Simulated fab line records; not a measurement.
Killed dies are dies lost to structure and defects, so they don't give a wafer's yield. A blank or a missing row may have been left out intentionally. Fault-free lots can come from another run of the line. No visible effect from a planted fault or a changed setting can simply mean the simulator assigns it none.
The tool behind it: which one? -- flow n5 finfet -- Sampling: 11 lots, 32 wafers, 2 of 1938 route steps

== WHAT THE GAUGES SHOWED, per wafer ==
N5_MIM_BOT_LITHO_INSPECT_12: inspects for defects (macro). Usual: raw defect count reads 2.2 (standard deviation 1.4).
lot,measured,on,raw defect count,flag
L164,day 13 13:32,defect inspect-02,1 2 1,
L165,day 14 03:58,defect inspect-01,2 0 2,
L168,day 14 15:58,defect inspect-01,1 1 2,
L170,day 14 17:36,defect inspect-01,3 4 2,
L171,day 14 20:20,defect inspect-01,4 0 1,
L169,day 14 21:06,defect inspect-02,2 2 2,
L173,day 15 10:34,defect inspect-01,5 1 5,
L175,day 16 06:42,defect inspect-02,3 2 6,
L178,day 17 05:04,defect inspect-01,1 1,
L182,day 17 19:42,defect inspect-02,4 4 2,
L183,day 17 20:46,defect inspect-01,5 2 2,

== TOOL THAT RAN EACH LOT (tool first, then ch and the chambers of the sampled wafers, then the start) ==
lot,N5_MIM_TOP_DEGAS_04
L164,"pvd sputter-01, day 13 11:23"
L165,"pvd sputter-02, day 14 02:08"
L168,"pvd sputter-02, day 14 14:29"
L170,"pvd sputter-02, day 14 16:08"
L171,"pvd sputter-03, day 14 18:51"
L169,"pvd sputter-01, day 14 19:38"
L173,"pvd sputter-02, day 15 09:13"
L175,"pvd sputter-01, day 16 05:16"
L178,"pvd sputter-01, day 17 03:42"
L182,"pvd sputter-02, day 17 18:21"
L183,"pvd sputter-02, day 17 19:25"
- N5_MIM_TOP_DEGAS_04: time 60 s.

== AS READ BY THE TOOLS THEMSELVES (means over the sampled wafers that have a number; for cases with no such wafer, the mark the record gives instead) ==
N5_MIM_TOP_DEGAS_04. Usual: heater power w reads 468 W (standard deviation 26).
lot,tool,heater power w (W),flag
L164,pvd sputter-01,462,
L165,pvd sputter-02,471,
L168,pvd sputter-02,457,
L170,pvd sputter-02,473,
L171,pvd sputter-03,455,
L169,pvd sputter-01,464,
L173,pvd sputter-02,465,
L175,pvd sputter-01,456,
L178,pvd sputter-01,468,
L182,pvd sputter-02,478,
L183,pvd sputter-02,494,

== THE ANSWER, worked out from the rows above alone ==
Rule: take the mean of a lot's wafers that have a number; if it is more than 3 standard deviations from the usual mean, the lot is off. Also off: a lot with no number at a reading for which 4 or more lots have one. Where the step has rows for the other lots, those lots are counted as sound. Order of review: gauges by route order, followed by the tools' own readings, for which a lot's mean as printed above is used. The first step at which some lot is off is used, and at that step the reading that is off furthest; a lot without a number counts as furthest.
None of the lots is off at any reading shown; this tells nothing.

== WHAT THE SIMULATOR HAD INSERTED ==
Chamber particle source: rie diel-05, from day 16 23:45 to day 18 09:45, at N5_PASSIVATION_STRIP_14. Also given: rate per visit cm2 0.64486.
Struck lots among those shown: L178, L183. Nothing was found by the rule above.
